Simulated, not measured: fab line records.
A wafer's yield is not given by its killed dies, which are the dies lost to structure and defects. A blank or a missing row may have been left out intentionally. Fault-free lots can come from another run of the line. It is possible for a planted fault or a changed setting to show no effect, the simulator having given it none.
Chamber matching | flow nandHarc | 4 sister chambers for NHARC_THIN_TSV_ETCH_15 on rieSi-03
The step target depth 3000 nm, bosch target overetch cycles 2, bosch etch step 2.8 s. 14 wafers are shown with their chamber, then 7 later ones without.

## WAFERS WITH THEIR CHAMBER
wafer  | chamber | drypumpMotorCurrentA (A)
L493.2 | 0       | 5.2
L493.3 | 1       | 6.0
L493.5 | 3       | 5.6
L496.1 | 2       | 4.7
L496.5 | 0       | 5.1
L496.6 | 3       | 5.6
L501.2 | 1       | 6.1
L501.3 | 0       | 5.2
L501.6 | 3       | 5.6
L503.3 | 1       | 6.0
L503.4 | 0       | 5.1
L503.5 | 1       | 6.0
L504.3 | 1       | 6.0
L504.4 | 2       | 4.7

SIGNATURES (means of the wafers above)
reading              | chamber 0 | chamber 1 | chamber 2 | chamber 3 | scatter within a chamber
drypumpMotorCurrentA | 5.150     | 6.020     | 4.700     | 5.600     | 0.0424
Rule: for each reading, subtract the chamber's mean from the wafer's reading, divide by that reading's scatter and square the result; add these up over the readings and take the root, which gives the wafer's distance from the chamber. The wafer belongs to the nearest chamber; if the next one is less than 2 further off, it can't be placed. The scatter: take each reading less its chamber's mean, square it, sum over the shown wafers, divide by the number of wafers less the number of chambers, and take the root.

## WAFERS MISSING THEIR CHAMBER
wafer  | drypumpMotorCurrentA (A)
L504.6 | 6.0
L508.4 | 5.6
L508.5 | 5.6
L508.6 | 4.7
L516.2 | 5.2
L516.3 | 4.7
L516.6 | 5.2

## EACH ONE'S CHAMBER
wafer  | from the rows above | in truth
L504.6 | 1                   | 1
L508.4 | 3                   | 3
L508.5 | 3                   | 3
L508.6 | 2                   | 2
L516.2 | 0                   | 0
L516.3 | 2                   | 2
L516.6 | 0                   | 0
Correct placement for 7 of the 7. From these rows, 0 cannot be placed. Number placed wrongly: 0.
